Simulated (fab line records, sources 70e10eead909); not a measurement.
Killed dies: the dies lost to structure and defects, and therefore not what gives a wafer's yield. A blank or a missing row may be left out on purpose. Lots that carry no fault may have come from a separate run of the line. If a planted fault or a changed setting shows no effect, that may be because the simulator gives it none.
fab line records	flow nand-harc
record lots=12	wafers=36	last-day=34
route steps=1302 shown P_M2@334 P_BONDPAD@351 END@1302
lots that met no fault: taken from a fault-free run of the same line
start-h: start of the lot's first displayed wafer, in hours after the record's first day	wait-h: hours since the lot's step before	" repeats the value in the row above	L1.1+2: a single row standing in for several wafers	- value missing, or start not given	* or withheld: withheld	< > ~ a bound
route shown NAME@n: names a module that has steps shown in the file, with the first one's number in the route	usual: mean/standard deviation of fault-free wafers	same: alike in all rows	chamber/n: place in a boat	sites: each site's reading	_std_site: how widely they spread, as a standard deviation	_edge_site: outer sites' mean less inner sites'	radius-mm: for every site, how far away it sits from the centre of the wafer	mask NAME#n: copy n	behind: the most recent tool/chamber to have shaped the wafer	hold: why the lot went on hold/how many hours it stayed there/how the hold came to an end	device: the transistor (n, p or np) that didn't switch	end of line: at the end of the route, the tests of the same wafers	a step without rows: its recipe alone	killed: count of dies lost to structure and defects at first sort (not the wafer's yield)	map: the dies of a wafer, with x for killed, . for not killed, _ for no die there
set.NAME: the setting as run; set.NAME@STEP: as run at that earlier step	model.NAME: the simulator's own value behind a step, which no gauge read
one table for each step of the route and one row for each wafer, over a sample of lots
services: when a tool's chamber went out of use (start-h, in hours from the record's first day, below 0 if earlier), for how many hours, and the reason
## steps
# step NHARC_P_M2_CD_MEAS_16
# usual cd-nm=169.5/1
lot.wafer	tool	chamber	start-h	wait-h	cd-nm
L269.1	cd-sem-03	-	133.56	-	168.7
L269.2	"	-	"	"	168.8
L269.5	"	-	"	"	170.4
L270.1	cd-sem-03	-	137.01	-	169.2
L270.3	"	-	"	"	169.6
L270.4	"	-	"	"	168.6
L271.2	cd-sem-03	-	149.75	-	170.2
L271.5	"	-	"	"	169.0
L271.6	"	-	"	"	169.5
L273.3	cd-sem-03	-	171.36	-	170.1
L273.4	"	-	"	"	168.6
L273.6	"	-	"	"	170.1
L280.1	cd-sem-02	-	243.77	-	169.6
L280.5	"	-	"	"	170.4
L280.6	"	-	"	"	169.2
L284.3	cd-sem-03	-	277.75	-	170.9
L284.4	"	-	"	"	168.5
L284.5	"	-	"	"	168.8
L285.1	cd-sem-01	-	288.70	-	168.7
L285.4	"	-	"	"	169.7
L285.6	"	-	"	"	169.5
L287.1	cd-sem-02	-	310.72	-	169.6
L287.5	"	-	"	"	171.1
L287.6	"	-	"	"	169.7
L288.2	cd-sem-01	-	320.46	-	168.2
L288.3	"	-	"	"	170.6
L288.6	"	-	"	"	171.5
L289.2	cd-sem-02	-	330.23	-	169.3
L289.5	"	-	"	"	168.4
L289.6	"	-	"	"	168.3
L290.2	cd-sem-02	-	337.08	-	168.5
L290.3	"	-	"	"	170.9
L290.6	"	-	"	"	170.1
L292.2	cd-sem-01	-	366.02	-	168.6
L292.5	"	-	"	"	169.3
L292.6	"	-	"	"	169.1
# step NHARC_P_M2_ETCH_28
# recipe target-depth-a=300	over-etch-frac=0.3	time-s=72.99	ion-energy-ev=150	cf4-flow-sccm=50	n2-flow-sccm=100	ar-flow-sccm=150	rf-w=300	bias-w=100	chemistry=CF4/N2
# usual bias-w=100.01/0.28	drypump-motor-current-A=5.6/0.54	mfc-ar-sccm=150.0/0.46	oes-product-au=1.003/0.014	rf-vpp-V=314.4/1.8	showerhead-plenum-p-Torr=2.65/0.1	throttle-valve-pct=19.794/0.0091
lot.wafer	tool	chamber	start-h	wait-h	bias-w	drypump-motor-current-A	mfc-ar-sccm	oes-product-au	rf-hours-counter-h	rf-vpp-V	showerhead-plenum-p-Torr	throttle-valve-pct
L269.1	rie-diel-03	3	-	-	99.91	4.8	150.6	0.980	1	312.7	2.57	19.812
L269.2	"	2	"	"	99.95	5.7	149.8	1.005	1	312.6	2.52	19.794
L269.5	"	3	"	"	99.98	4.8	150.2	0.976	-	313.8	2.57	19.800
L270.3	rie-diel-05	2	-	-	99.69	5.2	150.5	1.003	4	315.0	2.69	19.789
L270.1	"	0	"	"	100.30	5.0	149.9	0.985	4	313.5	2.62	19.780
L270.4	"	1	"	"	99.93	5.6	149.6	1.002	4	312.9	2.51	19.792
L271.2	rie-diel-03	2	-	-	99.97	5.7	150.1	0.999	2	311.9	2.52	19.798
L271.6	"	0	"	"	99.50	5.0	149.6	1.021	-	313.6	2.62	19.798
L271.5	"	1	"	"	99.77	6.1	150.2	0.972	-	312.6	2.60	19.802
L273.4	rie-diel-03	3	-	-	99.91	4.8	149.2	0.987	2	312.9	2.57	19.807
L273.3	"	1	"	"	99.94	6.1	150.0	0.981	3	312.5	2.60	19.795
L273.6	"	2	"	"	99.23	5.7	149.9	1.009	-	312.3	2.52	19.804
L280.1	rie-diel-03	1	-	-	99.57	6.2	150.1	0.987	7	314.1	2.60	19.813
L280.6	"	0	"	"	100.03	5.0	150.8	1.029	-	313.2	2.61	19.788
L280.5	"	1	"	"	99.87	6.1	150.1	0.978	-	313.4	2.60	19.797
L284.3	rie-diel-05	3	-	-	100.42	6.4	150.2	0.996	1	317.7	2.81	19.795
L284.4	"	2	"	"	99.90	5.2	149.7	1.005	1	316.0	2.69	19.804
L284.5	"	0	"	"	99.63	5.1	150.6	1.004	-	314.1	2.62	19.794
L285.4	rie-diel-05	0	-	-	100.11	5.1	150.0	1.006	2	315.0	2.62	19.806
L285.1	"	3	"	"	100.35	6.4	149.2	1.008	2	318.0	2.81	19.786
L285.6	"	1	"	"	100.02	5.7	150.2	1.000	-	311.7	2.51	19.802
L287.1	rie-diel-03	1	-	-	99.93	6.1	149.6	0.978	1	312.5	2.60	19.796
L287.5	"	3	"	"	99.24	4.8	149.6	0.988	-	314.1	2.57	19.806
L287.6	"	0	"	"	100.04	5.1	150.5	0.984	-	313.9	2.61	19.796
L288.3	rie-diel-04	2	-	-	99.63	5.6	149.4	0.997	7	317.2	2.78	19.772
L288.2	"	1	"	"	100.28	6.3	150.0	0.978	8	317.7	2.77	19.778
L288.6	"	3	"	"	99.73	5.8	149.7	1.004	-	315.8	2.64	19.798
L289.2	rie-diel-04	3	-	-	100.22	5.8	149.9	0.991	9	315.5	2.64	19.787
L289.6	"	2	"	"	100.12	5.6	150.6	0.993	-	315.6	2.78	19.785
L289.5	"	3	"	"	100.52	5.8	148.9	0.998	-	314.3	2.64	19.806
L290.3	rie-diel-04	0	-	-	99.97	5.8	150.5	0.999	10	312.8	2.55	19.808
L290.2	"	2	"	"	99.98	5.7	149.3	0.990	9	317.6	2.78	19.779
L290.6	"	1	"	"	99.94	6.4	149.6	0.991	-	316.3	2.77	19.793
L292.2	rie-diel-04	3	-	-	99.97	5.8	150.6	0.991	1	314.0	2.64	19.797
L292.6	"	0	"	"	100.20	5.8	150.6	1.002	-	313.8	2.55	19.789
L292.5	"	1	"	"	100.32	6.4	150.3	1.001	-	316.4	2.77	19.787
# step NHARC_P_M2_ECD_22
# recipe target-thk-a=4000	bath-temp-c=25	material=Cu
lot.wafer	tool	chamber	start-h	wait-h
L269.2+1+5	ecd-cu-01	1,0,0	134.64	-
L270.1+3+4	ecd-cu-02	0,1,0	138.13	-
L270.1+3+4	ecd-cu-02	0,1,0	138.67	-
L271.2+5+6	ecd-cu-01	0,1,0	150.87	-
L271.2+5+6	ecd-cu-01	0,1,0	151.40	0.5
L273.3+4+6	ecd-cu-02	0,1,1	172.53	-
L280.1+5+6	ecd-cu-01	1,1,0	244.89	-
L280.1+5+6	ecd-cu-01	1,1,0	245.42	-
L284.3+4+5	ecd-cu-01	1,0,0	278.92	-
L285.1+4+6	ecd-cu-01	0,0,1	289.81	-
L287.1+6+5	ecd-cu-02	0,0,1	311.88	-
L288.2+3+6	ecd-cu-01	0	321.57	-
L289.2+6+5	ecd-cu-02	0,0,1	331.30	-
L290.2+3+6	ecd-cu-02	0,1,0	338.20	-
L292.2+6+5	ecd-cu-01	1,1,0	367.09	-
# step NHARC_P_M2_CMP_23
# recipe t-overpolish-s=20	target-thk-nm=144.3
# usual motor-current-A=11.9/1.2	time-to-endpoint-s=30/3.4
lot.wafer	tool	chamber	start-h	wait-h	motor-current-A	time-to-endpoint-s
L269.2	cmp-01	2	135.36	-	12.7	25
L269.1	"	0	"	"	12.7	28
L269.5	"	3	"	"	11.0	26
L270.4	cmp-02	1	139.42	-	12.1	63
L270.1	"	2	"	"	11.1	58
L270.3	"	3	"	"	14.9	61
L271.2	cmp-01	1	152.21	-	12.7	57
L271.5	"	3	"	"	10.8	52
L271.6	"	0	"	"	13.8	61
L273.3	cmp-04	3	173.14	-	10.0	28
L273.4	"	0	"	"	11.1	37
L273.6	"	0	"	"	11.6	36
L280.1	cmp-01	1	246.40	-	12.3	58
L280.6	"	1	"	"	13.0	57
L280.5	"	2	"	"	12.7	54
L284.4	cmp-04	0	279.54	-	11.0	32
L284.3	"	2	"	"	11.3	32
L284.5	"	0	"	"	11.1	29
L285.4	cmp-01	3	290.53	-	11.2	25
L285.1	"	2	"	"	13.4	27
L285.6	"	3	"	"	10.9	27
L287.1	cmp-01	3	312.66	-	10.9	28
L287.6	"	1	"	"	13.1	33
L287.5	"	2	"	"	12.3	29
L288.2	cmp-04	1	322.30	-	12.8	33
L288.3	"	0	"	"	11.6	31
L288.6	"	2	"	"	11.4	29
L289.2	cmp-04	0	332.08	-	11.4	31
L289.5	"	2	"	"	11.0	29
L289.6	"	3	"	"	10.2	26
L290.3	cmp-01	3	338.87	-	11.3	28
L290.2	"	0	"	"	12.9	33
L290.6	"	0	"	"	12.9	34
L292.2	cmp-01	0	367.90	-	12.7	32
L292.6	"	1	"	"	12.8	31
L292.5	"	2	"	"	13.4	30
# step NHARC_P_BONDPAD_DEP_00
# recipe target-thk-a=2500	temp-c=370	target-thk-nm=250	pressure-torr=3	flow-sccm=200	rf-w=450	material=SiCN
# usual heater-power-w=583/74	susceptor-temp-C=370.02/0.22
lot.wafer	tool	chamber	start-h	wait-h	heater-power-w	susceptor-temp-C
L269.1	pecvd-03	0	136.39	-	584	370.00
L269.2	"	2	"	"	632	370.11
L269.5	"	1	"	"	392	369.75
L270.1	pecvd-03	2	140.62	-	626	370.17
L270.3	"	0	"	"	566	370.21
L270.4	"	0	"	"	579	370.20
L271.2	pecvd-03	0	153.36	-	494	370.29
L271.5	"	0	"	"	507	369.93
L271.6	"	2	"	"	642	369.86
L273.3	pecvd-01	1	174.18	-	618	370.29
L273.4	"	1	"	"	507	370.01
L273.6	"	2	"	"	672	370.47
L280.1	pecvd-03	1	-	-	444	370.05
L280.5	"	1	"	"	456	369.83
L280.6	"	2	"	"	606	369.82
L284.3	pecvd-03	0	-	-	585	369.87
L284.4	"	2	"	"	687	370.03
L284.5	"	0	"	"	582	369.77
L285.1	pecvd-01	2	291.65	-	665	369.52
L285.6	"	1	"	"	574	370.36
L285.4	"	2	"	"	661	369.94
L287.1	pecvd-03	1	-	-	408	369.98
L287.6	"	1	"	"	418	370.27
L287.5	"	2	"	"	687	369.91
L288.3	pecvd-03	0	323.49	0.3	551	370.00
L288.2	"	1	"	"	508	370.19
L288.6	"	0	"	"	580	369.89
L289.2	pecvd-01	0	333.32	0.5	633	370.21
L289.6	"	2	"	"	655	370.00
L289.5	"	0	"	"	658	370.09
L290.2	pecvd-01	1	339.96	-	605	369.89
L290.3	"	2	"	"	687	370.57
L290.6	"	2	"	"	690	370.18
L292.2	pecvd-02	0	369.62	0.8	630	369.96
L292.5	"	0	"	"	541	369.73
L292.6	"	0	"	"	562	370.00
# step NHARC_END_SORT_01
# recipe temp-c=25
# usual defect-limited-yield=90.7/2.7	killed-at-array=58/19	killed-at-other=1.1/1.2	killed-at-periphery=3.8/2.4	killed-dies=63/18	killed-open=3.3/1.8	killed-short=2.2/1.6
# same gross-dies=677
lot.wafer	tool	chamber	start-h	wait-h	defect-limited-yield[%]	killed-at-array	killed-at-other	killed-at-periphery	killed-dies	killed-open	killed-short
L271.6	prober-01	0	581.61	4.0	92.8	38	1	10	49	3	2
L284.3	prober-01	0	706.10	3.1	89.5	68	0	3	71	7	1
L284.4	prober-01	0	706.88	3.4	87.3	81	0	5	86	2	1
L284.5	prober-01	0	707.67	3.6	88.9	67	0	8	75	5	0
L285.1	prober-02	0	714.62	2.5	88.8	71	0	5	76	3	3
L285.4	prober-02	0	716.98	3.4	90.1	62	0	5	67	6	2
L285.6	prober-02	0	718.55	3.9	89.2	72	0	1	73	0	0
# killed by level:class
L271.6 A_SLIT:chamber-film-flake=21 A_CHANNEL_HOLE_D2:chamber-film-flake=7 P_GATE:chamber-film-flake=5 A_CONTACT:chamber-film-flake=4 P_M0:geometric-particle:open=2 A_CHANNEL_HOLE_D1:chamber-film-flake=2 A_CHANNEL_FILL_D1:chamber-film-flake=2 P_M0:geometric-particle:short=1
L284.3 A_SLIT:chamber-film-flake=36 A_CHANNEL_HOLE_D1:chamber-film-flake=21 A_ONON_D2:geometric-particle:open=2 A_M0:geometric-particle:open=2 P_BONDPAD:chamber-film-flake=2 A_STAIRCASE:chamber-film-flake=2 P_M0:geometric-particle:short=1 A_CHANNEL_FILL_D1:geometric-particle:open=1
L284.4 A_CHANNEL_HOLE_D1:chamber-film-flake=36 A_SLIT:chamber-film-flake=34 A_STAIRCASE:chamber-film-flake=4 P_M1:chamber-film-flake=2 A_SOURCE_PLATE:geometric-particle:short=1 A_CHANNEL_FILL_D1:geometric-particle:open=1 A_M0:geometric-particle:open=1 P_GATE:chamber-film-flake=1
L284.5 A_SLIT:chamber-film-flake=30 A_CHANNEL_HOLE_D1:chamber-film-flake=28 P_BONDPAD:chamber-film-flake=4 P_M1:chamber-film-flake=2 P_M0:geometric-particle:open=1 A_ONON_D2:geometric-particle:open=1 A_CHANNEL_FILL_D2:geometric-particle:open=1 A_BLC:geometric-particle:open=1
L285.1 A_CHANNEL_HOLE_D1:chamber-film-flake=32 A_CHANNEL_HOLE_D2:chamber-film-flake=22 A_CHANNEL_FILL_D2:chamber-film-flake=4 P_GATE:chamber-film-flake=3 A_SLIT:chamber-film-flake=3 A_BLC:geometric-particle:open=2 A_STAIRCASE:chamber-film-flake=2 A_SGD_CUT:chamber-film-flake=2
L285.4 A_CHANNEL_HOLE_D1:chamber-film-flake=29 A_CHANNEL_HOLE_D2:chamber-film-flake=14 A_STAIRCASE:chamber-film-flake=6 P_STI:geometric-particle:open=2 A_SLIT:chamber-film-flake=2 A_WL_FILL:chamber-film-flake=2 A_ONON_D1:geometric-particle:open=1 A_ONON_D2:geometric-particle:open=1
L285.6 A_CHANNEL_HOLE_D2:chamber-film-flake=28 A_CHANNEL_HOLE_D1:chamber-film-flake=26 A_CHANNEL_FILL_D2:chamber-film-flake=5 A_SLIT:chamber-film-flake=5 A_STAIRCASE:chamber-film-flake=3 A_CONTACT:chamber-film-flake=2 P_BONDPAD:chamber-film-flake=1 A_SGD_CUT:chamber-film-flake=1
## services
tool	chamber	start-h	hours	kind
cmp-04	-	111.00	4.0	pm
pecvd-01	-	113.22	1.3	repair
ecd-cu-01	-	137.45	1.8	repair
pecvd-03	1	158.90	13.6	repair
ecd-cu-01	-	160.00	8.0	pm
ecd-cu-02	-	161.92	1.7	repair
pecvd-03	-	177.07	1.3	repair
pecvd-03	-	185.00	13.0	pm
ecd-cu-01	-	187.44	0.3	repair
cmp-01	-	193.53	4.0	pm
ecd-cu-02	-	201.20	5.8	repair
ecd-cu-01	-	202.96	2.6	repair
rie-diel-03	3	207.45	1.3	repair
cmp-01	-	237.91	0.8	repair
ecd-cu-02	-	244.00	8.0	pm
rie-diel-03	-	253.44	2.4	repair
rie-diel-03	-	281.30	9.0	pm
ecd-cu-01	-	285.85	1.8	repair
cmp-01	-	291.53	4.0	pm
rie-diel-03	3	323.44	2.5	repair
rie-diel-03	3	328.56	1.7	repair
ecd-cu-01	-	336.27	8.0	pm
ecd-cu-02	-	343.68	0.3	repair
pecvd-03	-	366.14	13.0	pm
## key
first-sign step=NHARC_P_M2_ECD_22	reading=visit	direction=added
effect step=NHARC_P_M2_CMP_23	reading=time-to-endpoint-s	direction=up	sigmas=8.3	usual=*	struck=*
met-at NHARC_P_M2_ECD_22
struck-lots L270,L271,L280
not-acting-at NHARC_P_M2_CD_MEAS_16,NHARC_P_M2_ETCH_28,NHARC_P_BONDPAD_DEP_00
fault kind=repeated-step-whole	tool=ecd-cu-01,ecd-cu-02	chamber=-	onset-h=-	steps=NHARC_P_M2_ECD_22	times=1	scope=struck-lots-only
